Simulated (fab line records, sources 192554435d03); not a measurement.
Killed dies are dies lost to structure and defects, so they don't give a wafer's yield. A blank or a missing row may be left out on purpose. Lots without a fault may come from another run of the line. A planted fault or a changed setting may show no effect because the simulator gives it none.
One fault seen from 2 desks | flow n5_finfet | each desk has only its own numbers; what lay behind them comes last

THE TOOL OWNER'S DESK: pecvd-04
The tool's own readings at N5_BEOL_M9_ILD_DEP_00 (deposits SiCOH lowk from DEMS/porogen, target thk 308.51 nm, time 58 s): means of the sampled wafers that have a number, for each lot that ran on this tool. A lot is out of limits, marked OUT, if its mean lies more than 4 standard deviations from the usual mean; the brackets give that distance.
Columns: A = chamber_pressure_Torr at N5_BEOL_M9_ILD_DEP_00, usual 5.000 Torr; B = heater_power_outer_w at N5_BEOL_M9_ILD_DEP_00, usual 147 W; C = heater_power_w at N5_BEOL_M9_ILD_DEP_00, usual 321 W; D = showerhead_plenum_p_Torr at N5_BEOL_M9_ILD_DEP_00, usual 5.737 Torr; E = throttle_valve_pct at N5_BEOL_M9_ILD_DEP_00, usual 14.1 %
lot  | first seen here | A     | B   | C   | D     | E
L686 | day 13 22:49    | 5.004 | 187 | 427 | 5.741 | 13.5
L684 | day 14 01:18    | 5.003 | 167 | 381 | 5.728 | 13.9
L691 | day 14 23:35    | 5.005 | 186 | 402 | 5.730 | 13.7
L692 | day 15 14:35    | 4.997 | 173 | 388 | 5.727 | 13.5
L704 | day 18 14:35    | 5.000 | 189 | 405 | 5.722 | 14.0
L706 | day 18 23:05    | 5.001 | 177 | 392 | 5.735 | 14.1
L707 | day 19 08:56    | 4.982 | 161 | 372 | 5.728 | 13.7
This desk's finding: nothing out of limits on any of the 7 lots.

THE DEFECT DESK
What the inspections along the route counted, lot by lot: means of the sampled wafers that have a number. A lot is out of limits, marked OUT, if its mean lies more than 4 standard deviations from the usual mean; the brackets give that distance.
Columns: A = raw_defect_count at N5_BEOL_M9_INSPECT_13, usual 400
lot  | first seen here | A
L686 | day 14 00:45    | 337
L684 | day 14 04:10    | 435
L688 | day 14 15:10    | 353
L691 | day 15 01:54    | 1072 (+6.8) OUT
L692 | day 15 15:46    | 1038 (+6.4) OUT
L696 | day 16 07:11    | 397
L698 | day 17 11:15    | 548
L704 | day 18 17:06    | 386
L706 | day 19 00:46    | 523
L707 | day 19 11:59    | 581
This desk's finding: out of limits on L691, L692; first on L691, day 15 01:54 (raw_defect_count at N5_BEOL_M9_INSPECT_13). In limits: L686, L684, L688, L696, L698, L704, L706, L707.

PUT TOGETHER
The defect desk could have raised an alarm at day 15 01:54, on L691, L692.
The tool owner's desk saw nothing out of limits.
The tool owner's desk has L691, L692 on record, within its limits.
Of the lots named, all ran N5_BEOL_M9_ILD_DEP_00 on pecvd-04.

WHAT THE SIMULATOR HAD PUT IN
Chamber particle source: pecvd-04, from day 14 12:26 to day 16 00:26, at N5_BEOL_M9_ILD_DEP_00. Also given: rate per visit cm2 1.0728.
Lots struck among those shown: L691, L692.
Hours from the fault's start to each desk's first reading out of limits: the defect desk, 13.
